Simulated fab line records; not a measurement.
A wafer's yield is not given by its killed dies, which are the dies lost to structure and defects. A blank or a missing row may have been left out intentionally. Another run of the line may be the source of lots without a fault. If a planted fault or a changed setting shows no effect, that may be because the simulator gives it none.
Lot-split experiment -- flow n5Finfet -- 21 wafers read from 7 lots, route of 1938 steps

== ABOUT THE SPLIT ==
At N5_BEOL_M15_EXPOSE_25 (exposes mask M15, target cd 400 nm), the setting doseMj was moved away from the recipe's 35.5 on 7 of the 21 wafers read, by -6.7% to +5.8%. This setting was run at the recipe's value on the other wafers.

== FROM THE SPLIT TO THE READING: what the file shows between them, 3 steps ==
- N5_BEOL_M15_PEB_26: peb time 90 s
- N5_BEOL_M15_DEVELOP_27: develop time 45 s
- N5_BEOL_M15_HARDBAKE_32: time 120 s

== THE READING ==
cdNm at N5_BEOL_M15_CD_MEAS_28, given in nm (cd target 407.6 nm). Typical for fault-free wafers on this fab line: 407.5 nm, with standard deviation 2.1 nm.

wafer,"tool, chamber at the split",doseMj as run,against the recipe,"cdNm, nm",against lot-mates on the recipe
L074.2,"krfScanner-02, 0",35.5,recipe,407.7,-
L074.3,"krfScanner-02, 0",37.57,+5.8%,418.5,+11.1
L074.6,"krfScanner-02, 0",35.5,recipe,407.1,-
L075.1,"krfScanner-02, 0",35.5,recipe,405.4,-
L075.4,"krfScanner-02, 0",35.5,recipe,405.1,-
L075.6,"krfScanner-02, 0",35.5,recipe,406.3,-
L086.3,"krfScanner-02, 0",35.5,recipe,408.4,-
L086.5,"krfScanner-02, 0",33.64,-5.2%,400.1,-8.3
L086.6,"krfScanner-02, 0",33.64,-5.2%,400.6,-7.8
L088.2,"krfScanner-01, 0",35.5,recipe,409.1,-
L088.3,"krfScanner-01, 0",35.5,recipe,404.6,-
L088.6,"krfScanner-01, 0",35.5,recipe,406.6,-
L089.1,"krfScanner-01, 0",33.94,-4.4%,398.3,-8.7
L089.4,"krfScanner-01, 0",35.5,recipe,407.0,-
L089.6,"krfScanner-01, 0",33.94,-4.4%,399.7,-7.3
L096.1,"krfScanner-01, 0",35.5,recipe,406.7,-
L096.2,"krfScanner-01, 0",35.5,recipe,408.6,-
L096.6,"krfScanner-01, 0",35.5,recipe,405.8,-
L095.1,"krfScanner-02, 0",35.5,recipe,406.2,-
L095.3,"krfScanner-02, 0",33.11,-6.7%,394.1,-12.1
L095.4,"krfScanner-02, 0",33.11,-6.7%,396.1,-10.1

FIT RESULTS
A straight line over all 21 wafers: cdNm changes by +1.69 nm for each +1% of doseMj; r = +0.96; the points scatter about the line by 1.5 nm.
The same after taking each lot's own level away (the mean of its wafers on the recipe; 21 wafers): +1.71 nm for each +1%; r = +0.98; scatter 1.1 nm.
According to that fit, moving doseMj by its largest amount changes the reading by 11 nm.
The lots' own levels span 405.60 to 408.40 nm, that is 1.3 times the standard deviation above.
Hence the lot-to-lot level has little effect on the slope; both slopes agree.
Check: -11.2 nm against its lot-mates is what the line predicts for one of the wafers moved furthest among these (-6.7%) when that wafer is left out of the fit. It came out at -12.1 nm against them.

== THE WHOLE CHAIN: every reading that the file lists as answering this split, in the file's order ==
step,what it does,reading,change (the file's fit),r (the file's)
N5_BEOL_M15_CD_MEAS_28,target cd 407.6 nm,cdNm,+1.71 nm for each +1% of the setting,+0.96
N5_BEOL_M15_DESCUM_33,"chemistry O2, time 7.9 s","BEOL_M15.cdNm (the simulator's own value, which no gauge read)",+1.68 nm for each +1% of the setting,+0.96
N5_BEOL_M15_ETCH_61,"etches BARC in N2/H2, target depth 89 nm, overetch 26.7 nm, time 67.9 s","BEOL_M15.cdNm (the simulator's own value, which no gauge read)",+1.64 nm for each +1% of the setting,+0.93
N5_BEOL_M15_TRENCH_ETCH_34,"etches SiO2 in C4F8/O2/Ar, target depth 872.93 nm, time 199 s","BEOL_M15.cdNm (the simulator's own value, which no gauge read)",+1.53 nm for each +1% of the setting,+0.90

== THE FILE'S OWN FIT ==
cdNm changes by +1.71 nm for each +1% of doseMj, r = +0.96.
